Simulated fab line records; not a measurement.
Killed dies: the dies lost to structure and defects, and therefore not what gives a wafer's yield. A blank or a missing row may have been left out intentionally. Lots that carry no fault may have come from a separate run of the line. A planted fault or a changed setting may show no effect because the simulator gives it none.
Lot-split experiment	flow n5_finfet	route with 1938 steps; 7 lots, 21 wafers read

== SPLIT DETAILS ==
At N5_BEOL_M10_COAT_63 (time 60 s, resist thk 100 nm), the setting spin_rpm was moved away from the recipe's 1500 rpm on 7 of the 21 wafers read, by -9.7% to +4.3%. For the rest of the wafers, this setting stayed at what the recipe calls for.

== FROM THE SPLIT TO THE READING: what the file shows between them, 10 steps ==
- N5_BEOL_M10_COAT_22: resist thk 90 nm (also split here: spin_rpm)
- N5_BEOL_M10_EBR_24
- N5_BEOL_M10_SOFTBAKE_23: time 60 s
- N5_BEOL_M10_EXPOSE_25: exposes mask V9
- N5_BEOL_M10_PEB_26: peb time 60 s
- N5_BEOL_M10_DEVELOP_27: develop time 30 s
- N5_BEOL_M10_DESCUM_33: chemistry O2, time 7.9 s
- N5_BEOL_M10_ETCH_65: etches SiARC in CF4, target depth 39 nm, time 65 s
- N5_BEOL_M10_ETCH_66: etches SOC in N2/H2, target depth 120 nm, overetch 24 nm, time 180 s
- N5_BEOL_M10_STRIP_69: strips in N2/H2

== THE READING ==
SOC_of_BEOL_M10_COAT_63.thk_nm (the simulator's own value, which no gauge read), in nm, at N5_BEOL_M10_VIA_ETCH_34 (etches SiCOH lowk in C4F6/O2, target depth 184.5 nm, time 69.2 s). There is no usual value for it anywhere in the file. The 14 wafers here that ran the recipe average 92.1 nm, standard deviation 0.27 nm.

wafer	tool, chamber at the split	spin_rpm as run, rpm	against the recipe	SOC_of_BEOL_M10_COAT_63.thk_nm, nm	against lot-mates on the recipe
L076.1	litho_track-05, 0	1564	+4.3%	89.8	-2.2
L076.2	litho_track-05, 0	1500	recipe	92	-
L076.6	litho_track-05, 0	1500	recipe	92	-
L082.2	litho_track-04, 0	1500	recipe	92.4	-
L082.3	litho_track-04, 0	1500	recipe	92.4	-
L082.4	litho_track-04, 0	1500	recipe	92.8	-
L089.2	litho_track-04, 0	1500	recipe	92.2	-
L089.3	litho_track-04, 0	1500	recipe	92	-
L089.5	litho_track-04, 0	1500	recipe	92	-
L087.2	litho_track-03, 0	1500	recipe	92.2	-
L087.3	litho_track-03, 0	1500	recipe	92	-
L087.6	litho_track-03, 0	1500	recipe	91.8	-
L092.1	litho_track-03, 0	1408	-6.1%	95.8	+4.0
L092.3	litho_track-03, 0	1500	recipe	91.8	-
L092.6	litho_track-03, 0	1408	-6.1%	95.2	+3.4
L094.1	litho_track-05, 0	1500	recipe	91.8	-
L094.3	litho_track-05, 0	1543	+2.9%	90.2	-1.6
L094.4	litho_track-05, 0	1543	+2.9%	90	-1.8
L097.1	litho_track-03, 0	1500	recipe	92	-
L097.3	litho_track-03, 0	1355	-9.7%	96.6	+4.6
L097.5	litho_track-03, 0	1355	-9.7%	97	+5.0

THE FIT
A straight line over all 21 wafers: SOC_of_BEOL_M10_COAT_63.thk_nm changes by -0.523 nm for each +1% of spin_rpm; r = -0.99; the points scatter about the line by 0.33 nm.
The same after taking each lot's own level away (the mean of its wafers on the recipe; 21 wafers): -0.53 nm for each +1%; r = -0.99; scatter 0.25 nm.
According to that fit, moving spin_rpm by its largest amount changes the reading by 5.1 nm.
Measured against the standard deviation above, the lots' own levels, which go from 91.80 to 92.53 nm, span 2.7 times it.
The two slopes agree, so the slope changes little with the lot-to-lot level.
Check: for one of the wafers moved furthest among these (-9.7%), held out of the fit, the line's prediction against its lot-mates is +5.37 nm. Against them it came out at +4.6 nm.

== OTHER SPLITS ON THESE WAFERS ==
These wafers also went through other splits before the reading. Each is held against what the fit with the lots' levels taken away leaves over:
other split on the same wafers	wafers away from the commonest value	r with SOC_of_BEOL_M10_COAT_63.thk_nm (lot level and that fit taken away)
N5_BEOL_M9_EXPOSE_25 dose_mj	6	+0.14
N5_BEOL_M10_COAT_22 spin_rpm	6	-0.17

== THE WHOLE CHAIN: every reading that the file lists as answering this split, in the file's order ==
step	what it does	reading	change (the file's fit)	r (the file's)
N5_BEOL_M10_COAT_63	time 60 s, resist thk 100 nm	SOC_of_BEOL_M10_COAT_63.thk_nm (the simulator's own value, which no gauge read)	-0.524 nm for each +1% of the setting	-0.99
N5_BEOL_M10_ETCH_66	etches SOC in N2/H2, target depth 120 nm, overetch 24 nm, time 180 s	etch.depth_nm (the simulator's own value, which no gauge read)	-0.521 nm for each +1% of the setting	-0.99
N5_BEOL_M10_VIA_ETCH_34	etches SiCOH lowk in C4F6/O2, target depth 184.5 nm, time 69.2 s	SOC_of_BEOL_M10_COAT_63.thk_nm (the simulator's own value, which no gauge read)	-0.529 nm for each +1% of the setting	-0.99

== THE FILE'S OWN FIT ==
SOC_of_BEOL_M10_COAT_63.thk_nm changes by -0.529 nm for each +1% of spin_rpm, r = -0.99.
